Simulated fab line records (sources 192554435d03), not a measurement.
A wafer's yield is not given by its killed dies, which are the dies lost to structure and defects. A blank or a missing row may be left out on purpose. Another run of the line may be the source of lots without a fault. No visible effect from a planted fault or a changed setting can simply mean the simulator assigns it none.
Which tool was responsible? / flow n5Finfet / 10 lots, 30 wafers sampled, at 1 step of a route of 1938

## WHAT EACH GAUGE READ, for each wafer
N5_SPACER0_INSPECT_04: inspects for defects (darkfield).
lot=L630; measured=day 3 07:32; on=defectInspect-01; rawDefectCount=141 141 139
lot=L631; measured=day 3 14:32; on=defectInspect-02; rawDefectCount=107 81 84
lot=L632; measured=day 3 19:13; on=defectInspect-02; rawDefectCount=154 142 186
lot=L636; measured=day 4 21:56; on=defectInspect-01; rawDefectCount=138 116 211
lot=L637; measured=day 5 04:18; on=defectInspect-01; rawDefectCount=158 222 225
lot=L639; measured=day 5 16:22; on=defectInspect-02; rawDefectCount=96 73 114
lot=L648; measured=day 7 19:29; on=defectInspect-01; rawDefectCount=224 231 179
lot=L649; measured=day 8 05:17; on=defectInspect-02; rawDefectCount=133 112 114
lot=L650; measured=day 8 07:49; on=defectInspect-02; rawDefectCount=134 153 152
lot=L652; measured=day 8 18:35; on=defectInspect-02; rawDefectCount=171 133 110

## WHICH TOOL RAN EACH LOT (tool, then ch and the chambers of the sampled wafers, then the start)
The record holds no process step before these readings.

## THE ANSWER, worked out from the rows above alone
Rule: the usual values come from the lots themselves. Put in order of their means at a reading, lots are off if they are a third of the lots or fewer, leave a main group of 4 or more, and stand apart from it by a gap of 3 or more times the standard deviation of the main group's means; of several such gaps the widest counts. Not used: any main group whose means are identical at the precision the tables above print for the reading. A lot without any number at a reading at which 4 lots or more have one is off too. All remaining lots with rows at the step are treated as sound.
No lot is off on any of the readings shown, so nothing can be concluded from this.

## WHAT WAS PUT IN BY THE SIMULATOR
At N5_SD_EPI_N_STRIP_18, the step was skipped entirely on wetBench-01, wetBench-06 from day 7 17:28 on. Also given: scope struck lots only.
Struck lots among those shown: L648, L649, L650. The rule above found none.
